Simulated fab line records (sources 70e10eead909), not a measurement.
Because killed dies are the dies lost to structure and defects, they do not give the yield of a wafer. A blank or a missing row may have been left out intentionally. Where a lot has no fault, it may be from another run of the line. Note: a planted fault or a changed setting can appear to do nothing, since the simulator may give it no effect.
Comparing a struck lot with a sound one | flow nand-harc | 14 out of 1302 route steps
Sound: the wafers L867.1, L867.2, L867.4. Wafers L861.1, L861.3, L861.5 were the ones struck. Last of all comes the cause.
At each step with rows: each side's tool, then ch and its chambers, then its first start. Under that, the readings that differ: sound wafers | struck wafers | difference of the means | sigmas: that difference in standard deviations of wafers without a fault.
alike: readings with means less than 2 such deviations apart, plus words and numbers identical on both sides. not compared: withheld readings, readings lacking a value on some wafer, bounds such as >300 that could conceal the same value, and numbers that have no deviation in the record and whose values overlap.
Wherever a step has rows on one side only, a row that says differs or no value, or a row with sigmas, the two part there. Numbers that don't overlap but have no deviation are shown without sigmas and don't part them. Lack of a reading on every wafer of one side parts them only where that side has two or more wafers.

first, 1 step without rows for these wafers: NHARC_THIN_TSV_HARDBAKE_13 (time 80 s).
NHARC_THIN_TSV_DESCUM_14: chemistry O2, time 3 s.
  sound on rie-diel-10 ch 0,2,3, day 30 02:23; struck on rie-diel-12 ch 0,1,3, day 28 19:00
  alike: drypump-motor-current-A, mfc-ar-sccm, oes-product-au, rf-vpp-V, showerhead-plenum-p-Torr, throttle-valve-pct
  not compared: rf-hours-counter-h
NHARC_THIN_TSV_ETCH_44: etches the open film in CF4/O2, target depth 1594.2 nm, time 797.1 s.
  sound on rie-diel-10 ch 0,1,3, day 30 02:32; struck on rie-diel-12 ch 0,2,3, day 28 19:08
  alike: drypump-motor-current-A, mfc-ar-sccm, oes-product-au, rf-vpp-V, showerhead-plenum-p-Torr, throttle-valve-pct
  not compared: rf-hours-counter-h
NHARC_THIN_TSV_ETCH_15: target depth 3000 nm, bosch target overetch cycles 2, bosch etch step 2.8 s.
  sound on rie-si-02 ch 0,2,3, day 30 03:03; struck on rie-si-02 ch 0,2,3, day 28 19:39
  alike: drypump-motor-current-A
  not compared: rf-hours-counter-h
NHARC_THIN_TSV_CD_MEAS_16:
  struck on cd-sem-02, day 28 19:47; sound on cd-sem-01, day 30 03:11
  alike: cd-nm
NHARC_THIN_TSV_STRIP_45: strips in O2.
  sound on plasma-asher-02 ch 0,1, day 30 03:18; struck on plasma-asher-02 ch 0,1, day 28 19:52
  alike: drypump-motor-current-A, heater-power-w
  not compared: rf-hours-counter-h
then, 2 steps without rows for these wafers: NHARC_THIN_TSV_STRIP_46 (strips in post etch residue remover, time 1200 s); NHARC_THIN_TSV_DEP_47 (deposits SiO2, target thk 200 nm).
NHARC_THIN_TSV_ETCHBACK_48: etches the open film in C4F8/Ar, target depth 1028.5 nm, time 405.17 s.
  sound on rie-diel-10 ch 0,1,2, day 30 04:31; struck on rie-diel-13 ch 1,3, day 29 00:20
  alike: oes-product-au, rf-vpp-V
  not compared: rf-hours-counter-h
then, 3 steps without rows for these wafers: NHARC_THIN_TSV_STRIP_62 (strips in N2/H2, time 20 s); NHARC_THIN_TSV_DEGAS_49 (time 120 s); NHARC_THIN_TSV_PRE_CLEAN_50 (time 30 s).
NHARC_THIN_TSV_PVD_19: deposits TaN, target thk 20 nm.
  struck on pvd-sputter-03, day 29 01:17; sound on pvd-sputter-03, day 30 05:31
  no value came back on the struck wafers for chamber-pressure-pa (Pa), throttle-valve-pct (%); on the sound wafers chamber-pressure-pa (Pa) reads 4.992 5.000 5.011
then, 1 step without rows for these wafers: NHARC_THIN_TSV_PVD_51 (deposits Cu, target thk 100 nm).

WHERE THEY PART
Only at NHARC_THIN_TSV_PVD_19, within this record.

WHY: whatever the simulator had introduced
Beginning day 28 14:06, the whole step at NHARC_THIN_TSV_PVD_19 was skipped on pvd-sputter-03. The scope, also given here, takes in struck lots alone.
